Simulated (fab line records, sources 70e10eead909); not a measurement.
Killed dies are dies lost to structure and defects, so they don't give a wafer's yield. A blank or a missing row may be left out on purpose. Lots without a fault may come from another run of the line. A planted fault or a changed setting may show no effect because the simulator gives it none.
Problem report in the 8D (eight disciplines) form, filled by code | flow nand_harc | the parts of the form that need people (team, actions taken, sign-off) are left out

1. THE PROBLEM
heater_power_total_W at NHARC_A_M0_SOFTBAKE_04 reads a mean of 214.50 W on 6 wafers of 2 lots; wafers without a fault read 188.46 W with a standard deviation of 0.13. That is +99 or more standard deviations from the usual mean.
The step: time 55 s.
First seen on wafer L662.3, day 27 08:00, on litho_track-06. The record holds 33 wafers of 11 lots with a number at this step. Rule for "out", or "out of limits": more than 4 standard deviations from the usual mean. The other wafers with a number count as sound.

2. WHAT IT IS AND WHAT IT IS NOT
question                    | is                     | is not
which readings at this step | heater_power_total_W   | -
which lots                  | L662, L663             | L647, L648, L650, L652, L653, L655, L660, L661, L668
which wafers of those lots  | all that have a number | -
read on which tools         | litho_track-06         | litho_track-01, litho_track-04
when                        | from day 27 08:00      | up to then (24 sound wafers); but 3 sound wafers of L668 came after

3. SUSPECTS, AND WHAT RULES EACH OUT
Counting: a tool at a process step up to the reading stays a suspect if it ran every lot that is out and no sound lot after the first of them.
- litho_track-06 at NHARC_A_M0_SOFTBAKE_04 (time 55 s): kept. It ran every lot that is out, first L662 (day 27 08:00), and no sound lot after that; its last sound lot up to then is L661 (day 27 06:00). Its own readings are out on those wafers: heater_power_total_W.
Left after counting: litho_track-06 at NHARC_A_M0_SOFTBAKE_04.

4. THE CAUSE (what the simulator had put in)
Process parameter drift: litho_track-06, from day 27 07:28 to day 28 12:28, at NHARC_A_M0_SOFTBAKE_04. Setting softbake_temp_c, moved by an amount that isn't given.
Counting left only this tool.

5. THE CHAIN OF EFFECTS, in route order
Each row: a reading whose mean over the struck wafers that have a number lies more than 3 standard deviations from the usual. Only readings for which the record gives a usual standard deviation are gone through. hours: the time from each lot's start at the first step in this table that gives one to its start at this step, as a median over the lots. sigmas: the change in usual standard deviations.
hours | step                   | reading              | usual    | on struck wafers | change | sigmas
0     | NHARC_A_M0_SOFTBAKE_04 | heater_power_total_W | 188.46 W | 214.50           | +26.04 | +99 or more
The process steps in it:
- NHARC_A_M0_SOFTBAKE_04: time 55 s.
Later measuring or inspecting steps at which every struck wafer that the step has a row for has a number for every such reading, and none has moved that far: NHARC_END_SORT_01.

6. WHAT WOULD HAVE CAUGHT IT SOONER
In this record the first reading out of limits was taken at day 27 08:00, 1 hour after the fault began at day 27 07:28.
